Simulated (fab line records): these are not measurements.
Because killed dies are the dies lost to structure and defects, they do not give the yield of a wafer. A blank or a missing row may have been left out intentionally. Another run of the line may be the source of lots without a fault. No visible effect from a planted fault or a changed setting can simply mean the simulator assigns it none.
Lot-split experiment    flow n5-finfet    39 wafers read from 7 lots, route of 1938 steps

== THE SPLIT ITSELF ==
At N5_WELL_APT_EXPOSE_05 (exposes mask NWELL, defocus 0 nm, target cd 200 nm), the setting dose-mj was moved away from the recipe's 20.3 on 6 of the 39 wafers read, by +5.8% to +7.0%. All remaining wafers had this setting at the recipe value.

== FROM THE SPLIT TO THE READING: what the file shows between them, 3 steps ==
- N5_WELL_APT_PEB_06: peb time 90 s
- N5_WELL_APT_DEVELOP_07: develop time 45 s
- N5_WELL_APT_HARDBAKE_12: time 120 s

== THE READING ==
cd-nm, in nm, at N5_WELL_APT_CD_MEAS_08 (target cd 200 nm). A value of 198.8 nm with a standard deviation of 1.9 nm is what fault-free wafers of this fab line usually give.

wafer   tool, chamber at the split  dose-mj as run  against the recipe  cd-nm, nm  against lot-mates on the recipe
L078.1  krf-scanner-02, 0           20.3            recipe              200.6      -
L078.2  krf-scanner-02, 0           20.3            recipe              201.0      -
L078.3  krf-scanner-02, 0           20.3            recipe              200.5      -
L078.4  krf-scanner-02, 0           20.3            recipe              199.0      -
L078.5  krf-scanner-02, 0           20.3            recipe              201.7      -
L078.6  krf-scanner-02, 0           20.3            recipe              201.1      -
L082.2  krf-scanner-02, 0           20.3            recipe              201.4      -
L082.3  krf-scanner-02, 0           20.3            recipe              200.3      -
L082.6  krf-scanner-02, 0           20.3            recipe              199.9      -
L084.1  krf-scanner-02, 0           20.3            recipe              199.2      -
L084.2  krf-scanner-02, 0           20.3            recipe              199.6      -
L084.3  krf-scanner-02, 0           20.3            recipe              198.0      -
L084.4  krf-scanner-02, 0           20.3            recipe              199.9      -
L084.5  krf-scanner-02, 0           20.3            recipe              199.4      -
L084.6  krf-scanner-02, 0           20.3            recipe              198.9      -
L087.1  krf-scanner-01, 0           20.3            recipe              197.0      -
L087.2  krf-scanner-01, 0           20.3            recipe              197.2      -
L087.3  krf-scanner-01, 0           20.3            recipe              197.8      -
L087.4  krf-scanner-01, 0           20.3            recipe              195.6      -
L087.5  krf-scanner-01, 0           20.3            recipe              196.7      -
L087.6  krf-scanner-01, 0           20.3            recipe              198.9      -
L088.1  krf-scanner-02, 0           21.72           +7.0%               207.2      +10.0
L088.2  krf-scanner-02, 0           20.3            recipe              198.3      -
L088.3  krf-scanner-02, 0           20.3            recipe              194.5      -
L088.4  krf-scanner-02, 0           21.72           +7.0%               206.7      +9.5
L088.5  krf-scanner-02, 0           20.3            recipe              198.7      -
L088.6  krf-scanner-02, 0           21.72           +7.0%               206.4      +9.2
L092.1  krf-scanner-01, 0           20.3            recipe              196.9      -
L092.2  krf-scanner-01, 0           20.3            recipe              198.2      -
L092.3  krf-scanner-01, 0           20.3            recipe              199.8      -
L092.4  krf-scanner-01, 0           20.3            recipe              195.1      -
L092.5  krf-scanner-01, 0           20.3            recipe              200.3      -
L092.6  krf-scanner-01, 0           20.3            recipe              199.0      -
L096.1  krf-scanner-02, 0           20.3            recipe              198.7      -
L096.2  krf-scanner-02, 0           20.3            recipe              198.0      -
L096.3  krf-scanner-02, 0           20.3            recipe              197.8      -
L096.4  krf-scanner-02, 0           21.48           +5.8%               208.1      +9.9
L096.5  krf-scanner-02, 0           21.48           +5.8%               204.2      +6.0
L096.6  krf-scanner-02, 0           21.48           +5.8%               207.4      +9.2

THE FIT
A straight line over all 39 wafers: cd-nm changes by +1.22 nm for each +1% of dose-mj; r = +0.86; the points scatter about the line by 1.7 nm.
The same after taking each lot's own level away (the mean of its wafers on the recipe; 39 wafers): +1.4 nm for each +1%; r = +0.94; scatter 1.2 nm.
According to that fit, moving dose-mj by its largest amount changes the reading by 9.8 nm.
Across the lots, their own levels run from 197.17 to 200.65 nm, a range of 1.8 times the standard deviation given above.
Hence the slope depends on the lot-to-lot level, as the two fits are not the same.
Check: for one of the wafers moved furthest among these (+7.0%), held out of the fit, the line's prediction against its lot-mates is +9.75 nm. It came out at +10 nm against them.

== THE WHOLE CHAIN: every reading that the file lists as answering this split, in the file's order ==
step                    what it does              reading                                                          change (the file's fit)               r (the file's)
N5_WELL_APT_CD_MEAS_08  target cd 200 nm          cd-nm                                                            +1.4 nm for each +1% of the setting   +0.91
N5_WELL_APT_DESCUM_13   chemistry O2, time 7.9 s  WELL_APT.cd-nm (the simulator's own value, which no gauge read)  +1.41 nm for each +1% of the setting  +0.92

== FILE'S OWN FIT ==
cd-nm changes by +1.4 nm for each +1% of dose-mj, r = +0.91.
